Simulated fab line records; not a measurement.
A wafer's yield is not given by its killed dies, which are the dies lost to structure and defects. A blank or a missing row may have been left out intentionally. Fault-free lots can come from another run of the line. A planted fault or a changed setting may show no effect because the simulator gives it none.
Matching of chambers | flow n5-finfet | rie-diel-04 running N5_BEOL_M5_ETCH_75: 4 sister chambers
The step etches underlayer in N2/H2, target depth 6.5 nm, time 5.2 s. 4 wafers are shown with their chamber, then 9 later ones without.

== WAFERS WITH THEIR CHAMBER ==
wafer  | chamber | showerhead-plenum-p-Torr (Torr)
L076.5 | 2       | 2.49
L083.1 | 1       | 2.60
L086.4 | 3       | 2.60
L086.5 | 0       | 2.62

== WAFERS WITHOUT THEIR CHAMBER ==
wafer  | showerhead-plenum-p-Torr (Torr)
L090.3 | 2.61
L090.4 | 2.61
L090.5 | 2.60
L092.1 | 2.48
L092.2 | 2.59
L092.3 | 2.61
L094.1 | 2.60
L094.5 | 2.59
L094.6 | 2.48

== EACH ONE'S CHAMBER ==
wafer  | from the rows above          | in truth
L090.3 | can't be placed: 1 or 3 or 0 | 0
L090.4 | can't be placed: 1 or 3 or 0 | 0
L090.5 | can't be placed: 1 or 3      | 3
L092.1 | 2                            | 2
L092.2 | can't be placed: 1 or 3      | 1
L092.3 | can't be placed: 1 or 3 or 0 | 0
L094.1 | can't be placed: 1 or 3      | 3
L094.5 | can't be placed: 1 or 3      | 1
L094.6 | 2                            | 2
Placed correctly: 2 of 9. Cannot be placed on the basis of these rows: 7; the candidates contain the true chamber in 7. Wrongly placed: 0.
How it was worked out, from the rows above alone: a wafer's distance from a chamber is the root of the sum, over the readings, of the square of ((its reading less the chamber's mean) divided by the reading's scatter). The wafer belongs to the nearest chamber; if the next one is less than 2 further off, it can't be placed. The mean given for a chamber averages the wafers shown for that chamber. The scatter: root of mean squared gap, hidden wafer to nearest shown wafer, with one shown wafer a chamber.
